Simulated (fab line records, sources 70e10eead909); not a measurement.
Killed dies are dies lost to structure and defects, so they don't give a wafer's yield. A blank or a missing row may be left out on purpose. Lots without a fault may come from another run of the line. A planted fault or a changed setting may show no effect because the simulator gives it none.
Chamber matching | flow nand_harc | NHARC_P_BONDPAD_CMP_32 on cmp-03: 4 sister chambers
The step polishes SiCN, target thk 200 nm. 14 wafers are shown with their chamber, then 7 later ones without.

WAFERS WITH THEIR CHAMBER
wafer  | chamber | motor_current_A (A) | slurry_filter_dp_kPa (kPa)
L074.1 | 3       | 12.2                | 13.43
L074.2 | 1       | 12.0                | 13.46
L074.6 | 0       | 11.0                | 13.28
L079.2 | 0       | 11.1                | 13.53
L079.3 | 2       | 11.2                | 13.68
L079.4 | 3       | 12.2                | 13.58
L080.2 | 2       | 11.2                | 13.41
L080.4 | 3       | 11.6                | 13.66
L080.6 | 1       | 12.1                | 13.41
L083.1 | 3       | 12.5                | 13.49
L083.3 | 0       | 11.7                | 13.44
L083.5 | 1       | 12.6                | 13.43
L086.2 | 2       | 11.6                | 13.45
L086.4 | 3       | 11.7                | 13.49

SIGNATURES (means of the wafers above)
reading              | chamber 0 | chamber 1 | chamber 2 | chamber 3 | scatter within a chamber
motor_current_A      | 11.267    | 12.233    | 11.333    | 12.040    | 0.342
slurry_filter_dp_kPa | 13.4167   | 13.4333   | 13.5133   | 13.5300   | 0.104
Rule: a wafer's distance from a chamber is the root of the sum, over the readings, of the square of ((its reading less the chamber's mean) divided by the reading's scatter). The wafer belongs to the nearest chamber; if the next one is less than 2 further off, it can't be placed. The scatter: the root of (the sum of the squares of (reading less its chamber's mean) over the shown wafers, divided by (wafers less chambers)).

WAFERS WITHOUT THEIR CHAMBER
wafer  | motor_current_A (A) | slurry_filter_dp_kPa (kPa)
L086.5 | 12.6                | 13.54
L094.2 | 11.2                | 13.66
L094.3 | 12.0                | 13.64
L094.5 | 11.0                | 13.45
L096.1 | 11.2                | 13.24
L096.4 | 13.0                | 13.66
L096.6 | 11.9                | 13.62

WHICH CHAMBER EACH WENT THROUGH
wafer  | from the rows above               | in truth
L086.5 | can't be placed: 1 or 3           | 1
L094.2 | can't be placed: 2 or 0 or 3      | 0
L094.3 | can't be placed: 3 or 1 or 2 or 0 | 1
L094.5 | can't be placed: 0 or 2           | 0
L096.1 | can't be placed: 0 or 2 or 1      | 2
L096.4 | can't be placed: 3 or 1 or 2      | 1
L096.6 | can't be placed: 3 or 2 or 1 or 0 | 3
Placed correctly: 0 of 7. Can't be placed from these rows: 7 (the true chamber is among the candidates in 7). Placed wrongly: 0.
